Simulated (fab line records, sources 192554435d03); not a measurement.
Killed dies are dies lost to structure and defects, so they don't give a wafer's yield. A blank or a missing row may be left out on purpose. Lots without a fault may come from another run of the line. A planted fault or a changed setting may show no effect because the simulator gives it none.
Which tool did it? | flow n5_finfet | 10 lots, 30 wafers sampled, at 2 steps of a route of 1938

WHAT THE GAUGES READ, wafer by wafer
N5_BEOL_M9_OVL_MEAS_12. Usual: M9_OVL -0.1 nm, standard deviation 0.72.
lot  | measured     | on         | M9_OVL (nm)    | flag
L151 | day 9 20:12  | overlay-02 | -0.9 1.3 -0.2  |
L154 | day 10 09:43 | overlay-01 | 0.5 1.0 0.3    |
L152 | day 10 10:21 | overlay-01 | 0.6 0.3 -1.1   |
L158 | day 11 10:43 | overlay-01 | -0.4 -0.7 1.0  |
L157 | day 11 21:45 | overlay-01 | 0.0 0.4 -0.1   |
L161 | day 12 02:20 | overlay-02 | -0.7 -0.1 -1.2 |
L167 | day 13 16:34 | overlay-01 | 1.8 -0.1 0.5   |
L166 | day 14 03:14 | overlay-02 | 0.1 0.2 -1.6   |
L170 | day 14 14:13 | overlay-01 | -0.1 -1.1 -0.2 |
L173 | day 15 14:23 | overlay-01 | 0.8 0.4 -0.1   |

N5_BEOL_M9_INSPECT_13: inspects for defects (brightfield). Usual: raw_defect_count 406, standard deviation 83.
lot  | measured     | on                | raw_defect_count | flag
L151 | day 9 20:14  | defect_inspect-02 | 278 198 212      |
L154 | day 10 09:44 | defect_inspect-02 | 444 440 439      |
L152 | day 10 10:23 | defect_inspect-02 | 369 444 343      |
L158 | day 11 10:44 | defect_inspect-01 | 328 310 307      |
L157 | day 11 21:46 | defect_inspect-01 | 414 452 400      |
L161 | day 12 02:22 | defect_inspect-02 | 363 277 403      |
L167 | day 13 16:35 | defect_inspect-02 | 568 537 444      |
L166 | day 14 03:16 | defect_inspect-02 | 423 388 343      |
L170 | day 14 14:14 | defect_inspect-01 | 276 417 349      |
L173 | day 15 14:25 | defect_inspect-02 | 536 614 488      |

WHICH TOOL RAN EACH LOT (tool, then ch and the chambers of the sampled wafers, then the start)
The record holds no process step before these readings.

WHAT THE TOOLS THEMSELVES READ (means of the sampled wafers that have a number; where no wafer has one, the mark that the record gives instead)
The record holds no such reading with a usual standard deviation.

THE ANSWER, worked out from the rows above alone
Rule: a lot is off if the mean of its wafers that have a number lies more than 3 standard deviations from the usual mean. A lot without any number at a reading at which 4 lots or more have one is off too. The other lots that the step has rows for count as sound. The gauges are gone through in route order, then the tools' own readings, and for those a lot's mean is taken as printed above. The first step at which some lot is off is used, and at that step the reading that is off furthest; a lot without a number counts as furthest.
No lot is off at any reading shown: from this, nothing can be told.

WHAT THE SIMULATOR HAD PUT IN
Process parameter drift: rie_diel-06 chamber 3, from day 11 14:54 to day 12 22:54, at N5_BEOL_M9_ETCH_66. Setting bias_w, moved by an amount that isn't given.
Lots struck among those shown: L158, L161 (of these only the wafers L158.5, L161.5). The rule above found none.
